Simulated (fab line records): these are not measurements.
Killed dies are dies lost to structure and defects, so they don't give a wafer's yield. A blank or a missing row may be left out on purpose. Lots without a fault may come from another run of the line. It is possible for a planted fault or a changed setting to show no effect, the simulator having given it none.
fab line records	flow nandHarc
record: lots: 14	wafers: 42	lastDay: 33
route steps=1302 shown A_STAIRCASE@831
lots with no fault: from the same line, run without faults
startH: the number of hours between the record's first day and the start of the first shown wafer of the lot	waitH: hours elapsed since this lot's preceding step	" unchanged from the row above	L1.1+2: a single row standing in for several wafers	- no value, or no start was given	* or withheld: withheld	< > ~ a bound
route shown NAME@n: a module of which the file shows steps, and the number in the route of the first	usual: mean/standard deviation taken from wafers without a fault	same: alike in all rows	chamber/n: place in a boat	sites: each site's reading	_std_site: how widely they spread, as a standard deviation	_edge_site: inner sites' mean taken away from outer sites' mean	radiusMm: for every site, how far away it sits from the centre of the wafer	mask NAME#n: copy n	behind: the most recent tool/chamber to have shaped the wafer	hold: why the lot was held/for how many hours/how that ended	device: transistor that didn't switch, given as n, p or np	end of line: the route-end tests of the same wafers	a step with no rows: only its recipe	killed: the dies lost at the first sort to structure and to defects; this is not the yield of the wafer	map: a wafer's dies, x killed, . not, _ none there
set.NAME: the setting that was run; set.NAME@STEP: the one run at that earlier step	model.NAME: the simulator's own value behind a step, which no gauge read
route steps across a sampled set of lots; one table per step, one row per wafer
services: when a tool's chamber went out of use (startH, in hours from the record's first day, below 0 if earlier), for how many hours, and the reason
== steps ==
step: NHARC_A_STAIRCASE_ETCH_313
recipe: cf4FlowSccm: 100	chf3FlowSccm: 30	arFlowSccm: 0	rfW: 500	biasW: 200	chemistry: CF4/CHF3
usual: cf4FlowSccm: 100.04/0.28	drypumpMotorCurrentA: 6.0/0.39	oesProductAu: 0.923/0.0093	rfVppV: 370.5/2.7	showerheadPlenumPTorr: 1.57/0.079	throttleValvePct: 16.801/0.0094
lot.wafer	tool	chamber	startH	waitH	cf4FlowSccm	drypumpMotorCurrentA	oesProductAu	rfHoursCounterH	rfVppV	showerheadPlenumPTorr	throttleValvePct
L926.1	rieDiel-03	3	395.12	0.1	99.70	6.3	0.922	22	369.8	1.54	16.815
L926.6	"	2	"	"	99.94	6.7	0.920	-	374.2	1.69	16.802
L926.5	"	3	"	"	100.00	6.3	0.927	-	369.9	1.54	16.799
L927.1	rieDiel-11	0	401.10	0.1	99.79	5.8	0.920	52	371.1	1.58	16.811
L927.6	"	2	"	"	99.55	5.7	0.923	-	369.0	1.47	16.815
L927.5	"	3	"	"	100.44	6.5	0.930	-	374.1	1.69	16.803
L928.3	rieDiel-03	1	416.74	1.1	99.32	6.0	0.930	47	367.1	1.49	16.797
L928.5	"	1	"	"	99.89	6.0	0.937	-	369.4	1.49	16.799
L928.6	"	2	"	"	99.98	6.7	0.925	-	373.7	1.69	16.806
L929.1	rieDiel-11	3	420.51	0.1	99.70	6.5	0.925	52	376.0	1.69	16.799
L929.4	"	0	"	"	99.75	5.8	0.930	59	371.2	1.58	16.803
L929.6	"	3	"	"	100.20	6.5	0.913	-	375.2	1.69	16.801
L930.1	rieDiel-11	1	428.12	0.1	100.01	5.5	0.950	61	369.8	1.56	16.813
L930.5	"	3	"	"	100.51	6.5	0.941	-	374.7	1.69	16.799
L930.4	"	2	"	"	100.27	5.7	0.921	-	367.7	1.47	16.817
L931.2	rieDiel-02	2	428.61	0.1	100.14	5.5	0.915	8	368.9	1.53	16.799
L931.1	"	3	"	"	100.25	5.8	0.915	10	373.7	1.68	16.795
L931.5	"	0	"	"	99.92	5.6	0.920	-	371.1	1.57	16.801
L932.2	rieDiel-11	1	441.73	0.2	99.91	5.5	0.937	0	371.5	1.56	16.777
L932.3	"	2	"	"	100.41	5.7	0.932	0	367.5	1.47	16.796
L932.4	"	3	"	"	100.48	6.4	0.923	0	374.7	1.69	16.791
L933.4	rieDiel-02	3	462.63	0.3	100.11	5.8	0.916	24	372.8	1.68	16.796
L933.3	"	2	"	"	100.14	5.6	0.929	21	370.9	1.53	16.805
L933.6	"	3	"	"	100.01	5.8	0.921	-	373.4	1.68	16.791
L934.4	rieDiel-11	3	472.31	0.1	100.06	6.5	0.917	13	373.6	1.68	16.804
L934.5	"	1	"	"	100.31	5.5	0.925	-	371.6	1.55	16.784
L934.6	"	2	"	"	99.98	5.6	0.922	-	366.9	1.47	16.803
L937.4	rieDiel-11	3	502.39	0.1	99.92	6.5	0.919	20	373.8	1.68	16.792
L937.6	"	2	"	"	99.49	5.7	0.928	-	366.2	1.46	16.813
L937.5	"	3	"	"	100.14	6.5	0.921	-	373.9	1.68	16.813
L945.1	rieDiel-03	2	577.41	0.1	100.00	6.7	0.915	38	373.4	1.67	16.799
L945.2	"	3	"	"	99.58	6.3	0.911	36	369.1	1.53	16.794
L945.3	"	0	"	"	100.18	6.3	0.928	35	367.1	1.49	16.805
L946.4	rieDiel-11	0	591.15	0.1	100.07	5.8	0.921	49	370.0	1.57	16.814
L946.5	"	2	"	"	99.91	5.7	0.932	-	366.3	1.46	16.801
L946.6	"	3	"	"	100.35	6.5	0.910	-	373.1	1.67	16.818
L947.2	rieDiel-03	2	595.88	0.2	100.05	6.7	0.910	42	374.0	1.67	16.817
L947.1	"	0	"	"	99.86	6.3	0.924	40	367.8	1.49	16.799
L947.4	"	2	"	"	100.16	6.7	0.912	-	374.5	1.67	16.811
L948.4	rieDiel-11	2	608.60	0.1	99.84	5.7	0.919	55	366.0	1.46	16.795
L948.3	"	0	"	"	99.70	5.8	0.904	55	370.0	1.57	16.799
L948.5	"	2	"	"	99.39	5.7	0.922	-	366.7	1.46	16.799
step: NHARC_A_STAIRCASE_ETCH_453
recipe: targetDepthA: 300	overetchA: 30	timeS: 16.5	ionEnergyEv: 100	cf4FlowSccm: 80	o2FlowSccm: 20	arFlowSccm: 0	rfW: 300	biasW: 100	chemistry: CF4/O2
usual: cf4FlowSccm: 79.94/0.25	drypumpMotorCurrentA: 6.0/0.39	oes_o_777_au: 1.000/0.0045	oesProductAu: 0.997/0.0095	rfVppV: 197.8/1.6	showerheadPlenumPTorr: 1.33/0.07	throttleValvePct: 13.397/0.0095
lot.wafer	tool	chamber	startH	waitH	cf4FlowSccm	drypumpMotorCurrentA	oes_o_777_au	oesProductAu	rfHoursCounterH	rfVppV	showerheadPlenumPTorr	throttleValvePct
L926.1	rieDiel-03	1	-	-	80.05	6.0	1.001	1.011	37	197.5	1.26	13.396
L926.5	"	2	"	"	80.12	6.7	1.000	1.005	-	199.4	1.44	13.411
L926.6	"	3	"	"	79.97	6.2	1.004	0.983	-	197.4	1.31	13.383
L927.1	rieDiel-11	3	-	-	79.83	6.5	0.994	0.994	46	199.1	1.44	13.405
L927.5	"	2	"	"	80.20	5.7	0.995	0.997	-	196.3	1.24	13.387
L927.6	"	3	"	"	79.82	6.5	0.998	1.002	-	201.5	1.44	13.385
L928.3	rieDiel-03	2	-	-	79.95	6.7	0.994	1.008	47	199.7	1.44	13.381
L928.5	"	0	"	"	79.75	6.4	0.999	0.993	-	196.0	1.28	13.405
L928.6	"	1	"	"	79.91	6.0	0.988	1.006	-	195.6	1.26	13.382
L929.4	rieDiel-11	3	-	-	79.92	6.5	1.004	1.003	52	200.6	1.43	13.400
L929.1	"	2	"	"	79.79	5.7	1.005	0.996	54	194.9	1.24	13.377
L929.6	"	0	"	"	79.99	5.8	1.007	0.993	-	198.8	1.34	13.400
L930.1	rieDiel-11	1	-	-	79.60	5.5	0.999	1.015	61	198.2	1.32	13.385
L930.5	"	1	"	"	79.64	5.5	0.995	1.020	-	196.6	1.32	13.421
L930.4	"	3	"	"	79.88	6.5	1.001	1.012	-	199.4	1.43	13.395
L931.2	rieDiel-02	0	-	-	79.92	5.6	0.998	0.992	10	197.7	1.33	13.395
L931.1	"	2	"	"	80.28	5.5	0.998	1.001	8	198.7	1.30	13.403
L931.5	"	0	"	"	79.95	5.6	0.992	1.006	-	197.8	1.33	13.399
L932.2	rieDiel-11	0	-	-	79.60	5.8	0.997	0.991	0	196.3	1.34	13.398
L932.4	"	1	"	"	79.78	5.5	0.999	0.992	0	196.7	1.32	13.398
L932.3	"	3	"	"	80.00	6.5	1.010	1.003	0	198.6	1.43	13.406
L933.3	rieDiel-02	2	-	-	79.66	5.6	1.002	0.987	23	198.0	1.29	13.396
L933.4	"	0	"	"	80.16	5.6	1.001	0.976	22	198.1	1.33	13.400
L933.6	"	2	"	"	79.49	5.5	1.003	0.995	-	198.4	1.29	13.392
L934.4	rieDiel-11	2	-	-	79.55	5.7	0.997	1.005	14	196.1	1.24	13.403
L934.6	"	1	"	"	79.90	5.5	0.999	0.995	-	197.7	1.32	13.392
L934.5	"	2	"	"	79.69	5.7	0.992	0.992	-	196.6	1.24	13.393
L937.4	rieDiel-11	3	-	-	80.00	6.5	0.999	0.980	20	198.6	1.43	13.387
L937.5	"	3	"	"	79.58	6.5	0.990	0.994	-	199.6	1.43	13.403
L937.6	"	0	"	"	79.98	5.8	0.994	0.987	-	197.6	1.34	13.391
L945.1	rieDiel-03	2	-	-	80.17	6.7	0.996	0.995	38	200.3	1.42	13.397
L945.2	"	3	"	"	79.66	6.3	1.007	0.986	36	196.8	1.30	13.396
L945.3	"	0	"	"	79.45	6.3	1.001	1.005	35	196.4	1.27	13.391
L946.4	rieDiel-11	2	-	-	79.90	5.6	1.000	1.004	49	196.8	1.23	13.399
L946.6	"	2	"	"	79.74	5.7	0.997	1.013	-	195.6	1.23	13.392
L946.5	"	3	"	"	79.88	6.5	1.001	0.990	-	200.5	1.42	13.413
L947.2	rieDiel-03	1	-	-	79.97	6.0	1.006	0.994	43	196.0	1.25	13.396
L947.1	"	2	"	"	79.93	6.7	1.006	0.995	42	197.9	1.42	13.411
L947.4	"	0	"	"	79.71	6.4	0.993	1.004	-	195.9	1.26	13.408
L948.4	rieDiel-11	1	-	-	80.20	5.5	0.997	0.984	56	195.9	1.31	13.391
L948.3	"	2	"	"	80.29	5.7	1.006	1.014	55	197.2	1.23	13.395
L948.5	"	1	"	"	80.01	5.5	0.998	0.993	-	196.1	1.31	13.371
step: NHARC_A_STAIRCASE_CVD_552
recipe: targetThkA: 400	tempC: 700	pressureMtorr: 300	material: SiNx
usual: spikeTcBottomC: 720.8/2.6	spikeTcLowerC: 700.4/1.7	zonePowerCentrePct: 12.4/1.1
lot.wafer	tool	chamber	startH	waitH	spikeTcBottomC	spikeTcLowerC	zonePowerCentrePct
L926.1	lpcvd-01	0	407.78	4.2	719.8	702.5	13.0
L926.5	"	0	"	"	719.7	702.9	13.4
L926.6	"	0	"	"	722.1	702.0	13.1
L927.1	lpcvd-02	0	413.95	-	720.4	699.3	13.4
L927.5	"	0	"	"	721.4	700.0	13.6
L927.6	"	0	"	"	723.1	699.8	13.6
L928.3	lpcvd-01	0	428.05	-	722.2	703.6	13.2
L928.5	"	0	"	"	721.2	702.2	13.2
L928.6	"	0	"	"	720.5	703.6	13.3
L929.1	lpcvd-01	1	431.81	-	726.1	698.0	11.3
L929.4	"	1	"	"	723.7	698.8	11.3
L929.6	"	1	"	"	724.3	698.7	11.4
L930.1	lpcvd-01	1	439.77	-	724.8	699.2	11.2
L930.4	"	1	"	"	724.2	701.3	11.2
L930.5	"	1	"	"	722.3	699.7	11.2
L931.1	lpcvd-01	0	439.77	-	719.8	701.6	13.0
L931.2	"	0	"	"	720.2	701.7	13.3
L931.5	"	0	"	"	721.4	703.1	13.1
L932.2	lpcvd-02	1	453.13	-	717.9	701.2	11.0
L932.3	"	1	"	"	717.9	699.0	11.2
L932.4	"	1	"	"	717.5	699.0	11.1
L933.3	lpcvd-01	0	477.71	-	720.2	702.1	13.1
L933.4	"	0	"	"	721.3	702.0	13.1
L933.6	"	0	"	"	720.9	702.9	12.9
L934.4	lpcvd-02	0	483.69	-	721.1	702.1	13.5
L934.5	"	0	"	"	720.9	699.4	13.5
L934.6	"	0	"	"	720.1	701.4	13.7
L934.4	lpcvd-01	0	490.89	4.0	721.2	699.0	12.9
L934.5	"	0	"	"	719.7	701.2	13.1
L934.6	"	0	"	"	720.8	703.2	13.1
L937.4	lpcvd-02	0	513.93	-	720.7	700.1	13.5
L937.5	"	0	"	"	720.8	700.7	13.6
L937.6	"	0	"	"	721.6	701.4	13.4
L937.4	lpcvd-02	0	520.29	3.2	721.8	700.5	13.6
L937.5	"	0	"	"	720.1	699.6	13.6
L937.6	"	0	"	"	718.5	699.9	13.3
L945.1	lpcvd-02	1	588.71	-	715.8	698.9	11.2
L945.2	"	1	"	"	715.5	699.8	11.2
L945.3	"	1	"	"	715.7	698.3	11.0
L946.4	lpcvd-02	0	604.66	-	720.7	701.8	13.8
L946.5	"	0	"	"	720.9	702.8	13.4
L946.6	"	0	"	"	721.3	699.0	13.6
L947.1	lpcvd-02	0	604.66	-	719.3	702.2	13.5
L947.2	"	0	"	"	719.3	699.8	13.5
L947.4	"	0	"	"	721.2	700.5	13.5
L948.3	lpcvd-01	0	619.95	-	720.6	699.4	13.3
L948.4	"	0	"	"	718.8	702.8	13.0
L948.5	"	0	"	"	721.5	702.3	13.1
step: NHARC_A_STAIRCASE_DEP_325
recipe: targetThkA: 72000	tempC: 400	targetThkNm: 7200	teosFlowSccm: 200	rfW: 500	material: SiO2
usual: heaterPowerW: 633/110
lot.wafer	tool	chamber	startH	waitH	heaterPowerW
L926.1	pecvd-01	1	430.05	0.1	584
L926.5	"	1	"	"	544
L926.6	"	0	"	"	634
L927.1	pecvd-04	0	435.74	0.2	832
L927.5	"	0	"	"	707
L927.6	"	2	"	"	515
L928.3	pecvd-04	1	449.01	0.3	633
L928.6	"	2	"	"	523
L928.5	"	1	"	"	505
L929.1	pecvd-03	2	449.01	0.3	478
L929.6	"	1	"	"	668
L929.4	"	2	"	"	419
L930.1	pecvd-03	1	462.17	0.1	746
L930.5	"	1	"	"	641
L930.4	"	0	"	"	757
L931.1	pecvd-01	0	462.26	0.2	780
L931.2	"	1	"	"	676
L931.5	"	1	"	"	529
L932.3	pecvd-04	2	472.43	0.1	623
L932.2	"	1	"	"	610
L932.4	"	2	"	"	522
L933.3	pecvd-04	0	498.39	0.4	807
L933.4	"	0	"	"	682
L933.6	"	1	"	"	519
L934.5	pecvd-01	2	507.28	0.4	547
L934.6	"	0	"	"	641
L934.4	"	1	"	"	575
L937.5	pecvd-03	1	533.33	0.3	649
L937.6	"	2	"	"	428
L937.4	"	0	"	"	732
L945.3	pecvd-04	2	608.70	0.1	642
L945.2	"	0	"	"	677
L945.1	"	1	"	"	664
L947.1	pecvd-01	0	624.30	0.1	746
L947.2	"	2	"	"	621
L947.4	"	0	"	"	647
L946.4	pecvd-03	2	624.58	0.4	428
L946.5	"	0	"	"	775
L946.6	"	1	"	"	626
L948.3	pecvd-03	2	642.11	0.1	543
L948.4	"	2	"	"	435
L948.5	"	0	"	"	778
== services ==
tool	chamber	startH	hours	kind
lpcvd-02	-	387.95	26.0	pm
rieDiel-11	0	388.24	-	clean
rieDiel-11	1	388.24	-	clean
rieDiel-11	2	388.24	-	clean
rieDiel-11	3	388.24	-	clean
rieDiel-02	-	393.88	9.0	pm
rieDiel-11	0	426.88	5.3	repair
rieDiel-11	-	432.53	9.0	pm
rieDiel-03	1	437.05	22.3	repair
pecvd-04	-	450.00	13.0	pm
rieDiel-03	-	458.43	9.0	pm
rieDiel-11	2	480.26	1.8	repair
pecvd-01	-	492.27	13.0	pm
rieDiel-02	3	492.94	4.1	repair
pecvd-04	-	517.48	0.6	repair
pecvd-03	-	547.01	13.0	pm
rieDiel-03	0	558.29	5.3	repair
rieDiel-02	-	570.93	9.0	pm
pecvd-04	-	572.33	1.0	repair
rieDiel-03	3	593.75	15.1	repair
pecvd-04	-	598.19	0.7	repair
rieDiel-11	-	609.53	9.0	pm
pecvd-04	-	631.02	13.0	pm
rieDiel-03	-	635.43	9.0	pm
== key ==
firstSign: step: NHARC_A_STAIRCASE_CVD_552	reading: visit	direction: added
effect none on later readings
metAt NHARC_A_STAIRCASE_CVD_552
struckLots L934,L937
laterRowsLeftOut L934.4,L934.5,L934.6,L937.4,L937.5,L937.6
sortLeftOut L934.4,L934.5,L934.6,L937.4,L937.5,L937.6
testerLeftOut L934,L937
notActingAt NHARC_A_STAIRCASE_ETCH_313,NHARC_A_STAIRCASE_ETCH_453,NHARC_A_STAIRCASE_DEP_325
fault: kind: repeatedStepWhole	tool: lpcvd-01,lpcvd-02	chamber: -	onsetH: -	steps: NHARC_A_STAIRCASE_CVD_552	times: 1	scope: struckLotsOnly
testerLeftOut: of these lots the tester's yield and bins aren't shown, on N5 and GAA mostly nor the transistor test; their killed dies are dies lost to structure and defects alone, not to doping, threshold or leakage, so they don't give the yield
sortLeftOut: the simulated sort isn't trusted on such a fault, so these wafers' sort isn't shown, and their yield isn't known
laterRowsLeftOut: the simulator's readings of these wafers behind a module that went badly wrong aren't trusted and aren't shown, but for the sort
